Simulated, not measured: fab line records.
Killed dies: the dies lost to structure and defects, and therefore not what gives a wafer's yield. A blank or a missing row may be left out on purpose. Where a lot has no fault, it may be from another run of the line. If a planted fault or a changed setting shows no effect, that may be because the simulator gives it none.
Lot-split experiment | flow n5Finfet | 21 wafers read across 7 lots, on a route 1938 steps long

== THE SPLIT ==
At N5_BEOL_M14_DEP_53 (deposits SiCN from 3MS/NH3, target thk 50 nm, time 17.8 s), the setting timeS was moved away from the recipe's 17.8 s on 5 of the 21 wafers read, by -4.9% to +9.3%. This setting was run at the recipe's value on the other wafers.

The reading is taken at the split's own step.

== THE READING ==
SiCN_of_BEOL_M14_DEP_53.thkNm (the simulator's own value, which no gauge read), in nm, at N5_BEOL_M14_DEP_53 (deposits SiCN from 3MS/NH3, target thk 50 nm, time 17.8 s). The file gives no usual value for it. Across the 16 wafers here that went through the recipe, the average is 49.6 nm and the standard deviation 0.64 nm.

wafer  | tool, chamber at the split | timeS as run, s | against the recipe | SiCN_of_BEOL_M14_DEP_53.thkNm, nm | against lot-mates on the recipe
L074.1 | pecvd-03, 2                | 17.8            | recipe             | 49.8                              | -
L074.3 | pecvd-03, 1                | 17.8            | recipe             | 49                                | -
L074.5 | pecvd-03, 2                | 17.8            | recipe             | 51                                | -
L076.2 | pecvd-01, 0                | 17.8            | recipe             | 49                                | -
L076.3 | pecvd-01, 1                | 17.8            | recipe             | 49.6                              | -
L076.5 | pecvd-01, 0                | 17.8            | recipe             | 49.8                              | -
L082.4 | pecvd-03, 2                | 17.8            | recipe             | 50.4                              | -
L082.5 | pecvd-03, 1,0              | 17.8            | recipe             | 49.6                              | -
L082.6 | pecvd-03, 1,0              | 17.8            | recipe             | 49.6                              | -
L083.1 | pecvd-01, 2                | 18.49           | +3.9%              | 51.4                              | +3.2
L083.3 | pecvd-01, 1                | 17.8            | recipe             | 48.2                              | -
L083.5 | pecvd-01, 2                | 18.49           | +3.9%              | 52.6                              | +4.4
L084.2 | pecvd-01, 2                | 17.8            | recipe             | 49.8                              | -
L084.3 | pecvd-01, 1                | 17.8            | recipe             | 49                                | -
L084.4 | pecvd-01, 0                | 17.8            | recipe             | 49.6                              | -
L088.1 | pecvd-02, 1                | 17.8            | recipe             | 50.4                              | -
L088.2 | pecvd-02, 0                | 19.45           | +9.3%              | 53.6                              | +3.7
L088.3 | pecvd-02, 2                | 17.8            | recipe             | 49.4                              | -
L090.1 | pecvd-02, 1                | 16.93           | -4.9%              | 47.6                              | -2.4
L090.2 | pecvd-02, 2                | 16.93           | -4.9%              | 47                                | -3.0
L090.4 | pecvd-02, 1                | 17.8            | recipe             | 50                                | -
Rows listing several chambers each stand for several wafers; the file does not say which wafer went through which chamber.

FIT RESULTS
A straight line over all 21 wafers: SiCN_of_BEOL_M14_DEP_53.thkNm changes by +0.474 nm for each +1% of timeS; r = +0.90; the points scatter about the line by 0.66 nm.
The same after taking each lot's own level away (the mean of its wafers on the recipe; 21 wafers): +0.546 nm for each +1%; r = +0.90; scatter 0.79 nm.
That fit puts the effect of the largest move of timeS on the reading at 5.1 nm.
Measured against the standard deviation above, the lots' own levels, which go from 48.20 to 50.00 nm, span 2.8 times it.
So the lot-to-lot level changes the slope: the two fits differ.
Check: with one of the wafers moved furthest among these (+9.3%) left out of the fit, the line predicts +6.88 nm for it against its lot-mates. Against them it came out at +3.7 nm.

== FILE'S OWN FIT ==
SiCN_of_BEOL_M14_DEP_53.thkNm changes by +0.498 nm for each +1% of timeS, r = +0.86.
